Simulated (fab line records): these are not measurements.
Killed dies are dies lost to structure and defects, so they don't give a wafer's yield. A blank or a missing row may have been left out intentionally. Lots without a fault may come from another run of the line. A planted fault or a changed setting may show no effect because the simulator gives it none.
Problem report, 8D (eight disciplines) form, completed by code / flow n5 finfet / the parts of the form that need people (team, actions taken, sign-off) are left out

== 1. PROBLEM STATEMENT ==
killed_at_M0_to_M3 at N5_PASSIVATION_PROBE_49 reads a mean of 355 on 6 wafers of 2 lots; wafers without a fault read 31 with a standard deviation of 11. That is +29 standard deviations from the usual mean.
First observed at day 15 15:25: wafer L340.1, on prober-02. At this step, 9 wafers from 3 lots have a number in the record. Rule for "out" (also "out of limits"): further than 4 standard deviations from the usual mean. Any other wafer with a number is counted as sound.

== 2. WHAT IT IS; WHAT IT IS NOT ==
question=which readings at this step; is=killed_at_M0_to_M3, defect limited yield, killed dies, sort_bin_5_function, sort n pass, sort yield pct; is not=killed_at_M4_up, killed at contacts, killed at front end, killed at other, killed open, killed short, sort_bin_6_memory
question=which lots; is=L340, L341; is not=L329
question=which wafers of those lots; is=all that have a number; is not=-
question=read on which tools; is=prober-01, prober-02; is not=-
question=when; is=from day 15 15:25; is not=up to then (3 sound wafers)

== 3. THE SUSPECTS, EACH WITH WHAT RULES IT OUT ==
Counting: a tool stays on the suspect list if, at a process step up to the reading, it processed all lots that are out and no sound lot following the first of them.
- pvd sputter-03 at N5_BEOL_M2_SPUTTER_92 (material Cu, target thk 4.5 nm, time 8.29 s): kept. It processed each lot that is out, first L340 at day 10 05:40, and no sound lot thereafter; up to then, the last sound lot it processed was L329 at day 7 05:55.
- pvd sputter-03 at N5_BEOL_M2_ANNEAL_93 (time 240 s): kept. It processed each lot that is out, first L340 at day 10 05:45, and no sound lot thereafter; up to then, the last sound lot it processed was L329 at day 7 06:00.
- pvd sputter-03 at N5_BEOL_M2_SPUTTER_94 (material Cu, target thk 4.5 nm, time 8.29 s): kept. It processed each lot that is out, first L340 at day 10 05:53, and no sound lot thereafter; up to then, the last sound lot it processed was L329 at day 7 06:08.
- pecvd-02 at N5_BEOL_M3_PECVD_72 (deposits SiO2 from TEOS/O2, target thk 16 nm, time 18 s): kept. It ran every lot that is out, first L340 (day 10 07:22), and no sound lot after that.
Left after counting: pvd sputter-03 at N5_BEOL_M2_SPUTTER_92, pvd sputter-03 at N5_BEOL_M2_ANNEAL_93, pvd sputter-03 at N5_BEOL_M2_SPUTTER_94, pecvd-02 at N5_BEOL_M3_PECVD_72.

== 4. THE CAUSE (what the simulator had put in) ==
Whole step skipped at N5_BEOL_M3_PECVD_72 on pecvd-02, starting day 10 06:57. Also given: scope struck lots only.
4 suspects survive the count, and this tool is in that group.

== 5. THE CHAIN OF EFFECTS, in route order ==
Each row: a reading whose mean over the struck wafers that have a number lies more than 3 standard deviations from the usual. Only readings whose record carries a usual standard deviation are examined. hours: median over the lots of the time between each lot's start at the first step of this table that gives one and its start at this step. sigmas: the change, counted in usual standard deviations.
hours=0; step=N5_PASSIVATION_PROBE_49; reading=defect limited yield; usual=91.4 %; on struck wafers=63.9; change=-27.5; sigmas=-18
hours=0; step=N5_PASSIVATION_PROBE_49; reading=killed_at_M0_to_M3; usual=31; on struck wafers=355; change=+324; sigmas=+29
hours=0; step=N5_PASSIVATION_PROBE_49; reading=killed dies; usual=101; on struck wafers=426; change=+325; sigmas=+18
hours=0; step=N5_PASSIVATION_PROBE_49; reading=killed on rim; usual=13; on struck wafers=27; change=+14; sigmas=+3.5
hours=0; step=N5_PASSIVATION_PROBE_49; reading=sort_bin_5_function; usual=5.1 %; on struck wafers=32.4; change=+27.3; sigmas=+27
hours=0; step=N5_PASSIVATION_PROBE_49; reading=sort n pass; usual=1079; on struck wafers=754; change=-325; sigmas=-18
hours=0; step=N5_PASSIVATION_PROBE_49; reading=sort yield pct; usual=91.4 %; on struck wafers=63.9; change=-27.5; sigmas=-18
Here are the process steps it includes:
- N5_PASSIVATION_PROBE_49
Readings that are blank on the struck wafers while sound wafers have them: chamber pressure Torr at N5_BEOL_M3_PECVD_72; heater power outer w at N5_BEOL_M3_PECVD_72; heater power w at N5_BEOL_M3_PECVD_72; showerhead plenum p Torr at N5_BEOL_M3_PECVD_72; showerhead vpp V at N5_BEOL_M3_PECVD_72; throttle valve pct at N5_BEOL_M3_PECVD_72.

== 6. WHAT WOULD HAVE CAUGHT IT SOONER ==
In this record the first reading out of limits was taken at day 15 15:25, 128 hours after the fault began at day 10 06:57.
At N5_BEOL_M3_PECVD_72 the tool's readings are blank on the struck wafers, where sound wafers have them: an empty tool record is the first sign, and it was there at once.
Lots out: 2; all had begun N5_BEOL_M3_PECVD_72 on pecvd-02 by day 15 15:25. Had the tool been put on hold then, not one of them would have been saved.
